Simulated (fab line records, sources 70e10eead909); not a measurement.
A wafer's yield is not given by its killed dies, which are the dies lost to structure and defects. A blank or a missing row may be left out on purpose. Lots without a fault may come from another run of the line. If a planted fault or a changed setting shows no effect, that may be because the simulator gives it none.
Comparing a struck lot with a sound one    flow nand harc    28 out of 1159 route steps
Sound: these wafers, L462.2, L462.3, L462.4. Wafers struck: L472.3, L472.5, L472.6. The cause is named last.
At each step with rows: each side's tool, then ch and its chambers, then its first start. Under that, the readings that differ: sound wafers    struck wafers    difference of the means    sigmas: that difference in standard deviations of wafers without a fault.
alike: words and numbers the same on both sides, and readings whose means are apart by under 2 such deviations; not compared: readings that were withheld, readings missing a value for some wafer, numbers with overlapping values and no deviation given by the record, and bounds like >300 which may hide the same value.
Wherever a step has rows on one side only, a row that says differs or no value, or a row with sigmas, the two part there. Non-overlapping numbers with no deviation appear without sigmas and do not part them. A reading that every wafer of one side lacks parts them only if that side has two wafers or more.

first, 6 steps without rows for these wafers: NHARC_A_ONON_D1_DEP_06 (target thk 1000 nm); NHARC_A_ONON_D1_DEP_09 (target thk 1000 nm); NHARC_A_ONON_D1_DEP_12 (target thk 1000 nm); NHARC_A_ONON_D1_ANNEAL_15 (time 3600 s); NHARC_A_ONON_D1_DEP_16 (target thk 1000 nm); NHARC_A_ONON_D1_DEP_19 (target thk 1000 nm).
NHARC_A_ONON_D1_DEP_22: target thk 1000 nm.
  sound on pecvd onon-01 ch 0, day 8 15:29; struck on pecvd onon-01 ch 0, day 11 18:25
  alike: sih4 flow sccm
then, 20 steps without rows for these wafers: NHARC_A_ONON_D1_DEP_25 (target thk 1000 nm); NHARC_A_ONON_D1_DEP_28 (target thk 1000 nm); NHARC_A_ONON_D1_DEP_33 (deposits SiO2, target thk 200 nm); NHARC_A_CHANNEL_HOLE_D1_DEP_00 (deposits aC, target thk 3100 nm); NHARC_A_CHANNEL_HOLE_D1_DEP_01 (deposits SiON, target thk 140 nm); NHARC_A_CHANNEL_HOLE_D1_DEHYDRATE_02 (time 120 s); NHARC_A_CHANNEL_HOLE_D1_HMDS_03 (time 30 s); NHARC_A_CHANNEL_HOLE_D1_COAT_36 (time 75 s); NHARC_A_CHANNEL_HOLE_D1_COAT_37 (time 65 s); NHARC_A_CHANNEL_HOLE_D1_COAT_04 (resist thk 90 nm); NHARC_A_CHANNEL_HOLE_D1_SOFTBAKE_05 (time 55 s); NHARC_A_CHANNEL_HOLE_D1_EBR_06; NHARC_A_CHANNEL_HOLE_D1_EXPOSE_07 (exposes mask HOLE D1, target cd 100 nm); NHARC_A_CHANNEL_HOLE_D1_PEB_08 (peb time 65 s); NHARC_A_CHANNEL_HOLE_D1_DEVELOP_09 (develop time 35 s); NHARC_A_CHANNEL_HOLE_D1_DESCUM_15 (chemistry O2, time 3 s); NHARC_A_CHANNEL_HOLE_D1_ETCH_38 (etches the open film in CF4, target depth 39 nm, time 65 s); NHARC_A_CHANNEL_HOLE_D1_ETCH_39 (etches the open film in N2/H2, target depth 260 nm, time 325 s); NHARC_A_CHANNEL_HOLE_D1_ETCH_34 (etches the open film in CF4/CHF3, target depth 154 nm, time 77 s); NHARC_A_CHANNEL_HOLE_D1_ETCH_16 (etches the open film in O2/COS, target depth 3100 nm, time 806 s).
-- the record jumps here: 11 days lie between the struck wafers' starts before and after (it left off in module A_CHANNEL_HOLE_D1 and takes up again in module END, whose first step shown is number 1159 of the route) --
NHARC_END_SORT_01:
  at this point the record logs the struck wafers (prober-02 ch 0, day 23 03:20) and has no rows for the sound ones

== WHERE THEY PART ==
Only at NHARC_END_SORT_01, within this record.

WHY: whatever the simulator had introduced
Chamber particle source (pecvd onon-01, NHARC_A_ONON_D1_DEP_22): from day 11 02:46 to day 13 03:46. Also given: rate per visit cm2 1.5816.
